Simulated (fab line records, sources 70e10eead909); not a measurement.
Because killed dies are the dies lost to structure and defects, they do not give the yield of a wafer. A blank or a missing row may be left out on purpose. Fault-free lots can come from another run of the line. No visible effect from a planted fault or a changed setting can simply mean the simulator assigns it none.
Which tool is to blame? | flow nandHarc | Sampling: 12 lots, 36 wafers, 3 of 1159 route steps

## WHAT THE GAUGES SHOWED, per wafer
NHARC_P_M0_INSPECT_27.
lot  | measured     | on               | rawDefectCount
L925 | day 5 17:45  | defectInspect-01 | 324 194 413
L926 | day 6 03:51  | defectInspect-01 | 179 129 341
L928 | day 6 17:17  | defectInspect-02 | 269 527 323
L929 | day 7 02:31  | defectInspect-02 | 197 166 161
L930 | day 7 02:34  | defectInspect-01 | 432 581 300
L931 | day 7 23:30  | defectInspect-01 | 248 227 139
L933 | day 8 00:02  | defectInspect-02 | 402 317 179
L935 | day 8 17:16  | defectInspect-02 | 276 304 405
L936 | day 9 02:05  | defectInspect-01 | 175 114 560
L937 | day 9 02:43  | defectInspect-01 | 392 443 306
L945 | day 10 23:48 | defectInspect-01 | 289 306 187
L947 | day 11 08:01 | defectInspect-02 | 328 202 267

NHARC_P_M1_CD_MEAS_09 targets a cd of 130 nm.
lot  | measured     | on       | cdNm (nm)
L925 | day 5 19:07  | cdSem-02 | 130.4 130.1 130.0
L926 | day 6 05:15  | cdSem-03 | 129.8 130.7 130.3
L928 | day 6 18:33  | cdSem-01 | 130.9 129.9 131.1
L929 | day 7 03:56  | cdSem-01 | 130.6 130.5 130.8
L930 | day 7 04:09  | cdSem-02 | 130.6 129.6 130.5
L931 | day 8 00:46  | cdSem-03 | 130.4 129.6 130.4
L933 | day 8 01:25  | cdSem-01 | 129.1 129.0 129.8
L935 | day 8 19:19  | cdSem-02 | 130.4 130.3 130.0
L936 | day 9 03:22  | cdSem-01 | 129.6 129.9 130.2
L937 | day 9 04:07  | cdSem-01 | 130.2 129.7 130.0
L945 | day 11 02:35 | cdSem-03 | 129.9 130.1 129.8
L947 | day 11 09:33 | cdSem-02 | 129.7 130.2 130.4

NHARC_P_M1_OVL_MEAS_10: pitch 260 nm.
lot  | measured     | on         | overlayXNm (nm) | overlayYNm (nm)
L925 | day 5 19:13  | overlay-01 | -1.2 -1.3 -1.3  | 0.1 0.1 0.4
L926 | day 6 05:20  | overlay-01 | 0.4 -0.1 -0.3   | -0.9 -1.5 -0.9
L928 | day 6 18:38  | overlay-01 | -1.8 -1.3 -1.7  | 0.2 -0.4 -0.2
L929 | day 7 04:01  | overlay-02 | -0.6 0.1 0.1    | -0.5 0.0 -0.4
L930 | day 7 04:14  | overlay-02 | 1.0 0.4 0.0     | -1.1 -1.0 -0.5
L931 | day 8 00:52  | overlay-02 | 0.9 1.0 1.0     | -0.8 -0.6 -1.1
L933 | day 8 01:30  | overlay-01 | -0.4 -0.4 -0.8  | 0.5 -0.2 -0.1
L935 | day 8 19:24  | overlay-02 | -0.5 -1.0 -0.6  | 0.1 -0.4 0.5
L936 | day 9 03:28  | overlay-01 | -0.4 0.4 -0.1   | -0.7 -1.2 -1.4
L937 | day 9 04:12  | overlay-02 | 0.6 0.8 0.2     | -1.0 -0.9 -0.5
L945 | day 11 02:41 | overlay-01 | -0.7 -0.8 -0.4  | -1.1 -0.9 -0.6
L947 | day 11 09:38 | overlay-02 | -0.7 -0.8 -0.6  | 0.7 0.2 -0.1

## EACH LOT AND THE TOOL THAT RAN IT (in order: tool; ch and the chambers of the sampled wafers; start)
The record shows no process step preceding these readings.

## WHAT THE TOOLS THEMSELVES READ (means of the sampled wafers that have a number; where no wafer has one, the mark that the record gives instead)
The record holds no such reading with a usual standard deviation.

## THE ANSWER, worked out from the rows above alone
Rule: the lots themselves supply what counts as usual. Put in order of their means at a reading, lots are off if they are a third of the lots or fewer, leave a main group of 4 or more, and stand apart from it by a gap of 3 or more times the standard deviation of the main group's means; of several such gaps the widest counts. If all means in a main group match to the digits the tables above print for the reading, that group is not used. A lot without any number at a reading at which 4 lots or more have one is off too. Any other lot the step has rows for is counted as sound. After the gauges, taken in route order, come the tools' own readings; for these a lot's mean is taken, as printed above. At the first step where some lot is off, the reading lying furthest off is the one used; lots without a number count as furthest.
Nothing can be told from this: no lot is off at any reading shown.

## WHAT THE SIMULATOR PUT IN
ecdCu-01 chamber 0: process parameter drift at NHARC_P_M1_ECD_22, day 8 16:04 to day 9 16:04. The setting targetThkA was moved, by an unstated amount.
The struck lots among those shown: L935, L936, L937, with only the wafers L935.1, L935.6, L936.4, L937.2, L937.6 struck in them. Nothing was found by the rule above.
